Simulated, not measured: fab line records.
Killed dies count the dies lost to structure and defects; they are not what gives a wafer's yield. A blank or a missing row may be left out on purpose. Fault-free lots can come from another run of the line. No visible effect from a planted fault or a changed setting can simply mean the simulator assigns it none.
Lot-split experiment + flow n5 finfet + route with 1938 steps; 7 lots, 21 wafers read

THE SPLIT ITSELF
At N5_MOL_CONTACT_COAG_COAT_76 (time 60 s, resist thk 10 nm), the setting spin rpm was moved away from the recipe's 1500 rpm on 8 of the 21 wafers read, by -5.1% to +10.8%. This setting was run at the recipe's value on the other wafers.

FROM THE SPLIT TO THE READING: what the file shows between them, 4 steps
- N5_MOL_CONTACT_COAG_COAT_77: time 60 s, resist thk 10 nm
- N5_MOL_CONTACT_COAG_COAT_78: resist thk 40 nm
- N5_MOL_CONTACT_COAG_DESCUM_88: chemistry O2, time 7 s
- N5_MOL_CONTACT_COAG_ETCH_89: etches underlayer in N2/H2, target depth 13 nm, time 10.4 s

THE READING
CAR-EUV_of_MOL_CONTACT_COAG_COAT_78.thk nm (the simulator's own value, which no gauge read), in nm, at N5_MOL_CONTACT_COAG_ETCH_90 (etches SiARC in CF4, target depth 13 nm, time 21.7 s). The file does not state a usual value for it. Here, 13 wafers ran the recipe; their average is 16.9 nm with a standard deviation of 0.092 nm.

| wafer  | tool, chamber at the split | spin rpm as run, rpm | against the recipe | CAR-EUV_of_MOL_CONTACT_COAG_COAT_78.thk nm, nm | against lot-mates on the recipe |
|--------|----------------------------|----------------------|--------------------|------------------------------------------------|---------------------------------|
| L075.3 | litho track-03, 0          | 1500                 | recipe             | 17                                             | -                               |
| L075.4 | litho track-03, 0          | 1500                 | recipe             | 16.8                                           | -                               |
| L075.6 | litho track-03, 0          | 1662                 | +10.8%             | 17.2                                           | +0.3                            |
| L078.3 | litho track-03, 0          | 1424                 | -5.1%              | 16.6                                           | -0.4                            |
| L078.4 | litho track-03, 0          | 1500                 | recipe             | 17                                             | -                               |
| L078.6 | litho track-03, 0          | 1424                 | -5.1%              | 16.8                                           | -0.2                            |
| L079.3 | litho track-04, 0          | 1557                 | +3.8%              | 17.2                                           | +0.2                            |
| L079.4 | litho track-04, 0          | 1557                 | +3.8%              | 17.2                                           | +0.2                            |
| L079.6 | litho track-04, 0          | 1500                 | recipe             | 17                                             | -                               |
| L080.1 | litho track-05, 0          | 1500                 | recipe             | 17                                             | -                               |
| L080.2 | litho track-05, 0          | 1500                 | recipe             | 16.8                                           | -                               |
| L080.4 | litho track-05, 0          | 1646                 | +9.7%              | 17.4                                           | +0.5                            |
| L086.2 | litho track-04, 0          | 1500                 | recipe             | 17                                             | -                               |
| L086.3 | litho track-04, 0          | 1500                 | recipe             | 16.8                                           | -                               |
| L086.5 | litho track-04, 0          | 1500                 | recipe             | 16.8                                           | -                               |
| L090.1 | litho track-05, 0          | 1500                 | recipe             | 17                                             | -                               |
| L090.4 | litho track-05, 0          | 1500                 | recipe             | 17                                             | -                               |
| L090.6 | litho track-05, 0          | 1641                 | +9.4%              | 17.4                                           | +0.4                            |
| L093.1 | litho track-04, 0          | 1500                 | recipe             | 17                                             | -                               |
| L093.2 | litho track-04, 0          | 1500                 | recipe             | 17                                             | -                               |
| L093.6 | litho track-04, 0          | 1641                 | +9.4%              | 17.2                                           | +0.2                            |

FIT RESULTS
A straight line over all 21 wafers: CAR-EUV_of_MOL_CONTACT_COAG_COAT_78.thk nm changes by +0.0394 nm for each +1% of spin rpm; r = +0.86; the points scatter about the line by 0.11 nm.
The same after taking each lot's own level away (the mean of its wafers on the recipe; 21 wafers): +0.0401 nm for each +1%; r = +0.89; scatter 0.094 nm.
On that fit, the largest move of spin rpm shifts the reading by 0.43 nm.
From 16.87 to 17.00 nm: that is the span of the lots' own levels, equal to 1.4 times the standard deviation above.
The two slopes are in agreement: the lot-to-lot level therefore moves the slope only a little.
Check: with one of the wafers moved furthest among these (+10.8%) left out of the fit, the line predicts +0.46 nm for it against its lot-mates. Against them it came out at +0.3 nm.

THESE WAFERS: OTHER SPLITS
Before the reading, these wafers also passed through other splits. Each is held against what the fit with the lots' levels taken away leaves over:
| other split on the same wafers      | wafers away from the commonest value | r with CAR-EUV_of_MOL_CONTACT_COAG_COAT_78.thk nm (lot level and that fit taken away) |
|-------------------------------------|--------------------------------------|---------------------------------------------------------------------------------------|
| N5_HKMG_FIN_ETCH_31 bias w          | 10                                   | -0.18                                                                                 |
| N5_MOL_CONTACT_COAG_ETCH_105 bias w | 6                                    | +0.36                                                                                 |
| N5_MOL_CONTACT_COAG_PECVD_31 time s | 5                                    | +0.06                                                                                 |

THE WHOLE CHAIN: every reading that the file lists as answering this split, in the file's order
| step                        | what it does                                         | reading                                                                                     | change (the file's fit)                | r (the file's) |
|-----------------------------|------------------------------------------------------|---------------------------------------------------------------------------------------------|----------------------------------------|----------------|
| N5_MOL_CONTACT_COAG_COAT_76 | time 60 s, resist thk 10 nm                          | SiARC_of_MOL_CONTACT_COAG_COAT_76.thk nm (the simulator's own value, which no gauge read)   | -0.0459 nm for each +1% of the setting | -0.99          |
| N5_MOL_CONTACT_COAG_ETCH_90 | etches SiARC in CF4, target depth 13 nm, time 21.7 s | etch.depth nm (the simulator's own value, which no gauge read)                              | -0.048 nm for each +1% of the setting  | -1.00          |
| N5_MOL_CONTACT_COAG_ETCH_90 | etches SiARC in CF4, target depth 13 nm, time 21.7 s | CAR-EUV_of_MOL_CONTACT_COAG_COAT_78.thk nm (the simulator's own value, which no gauge read) | +0.0374 nm for each +1% of the setting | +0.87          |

THE FILE'S OWN FIT
CAR-EUV_of_MOL_CONTACT_COAG_COAT_78.thk nm changes by +0.0374 nm for each +1% of spin rpm, r = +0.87.
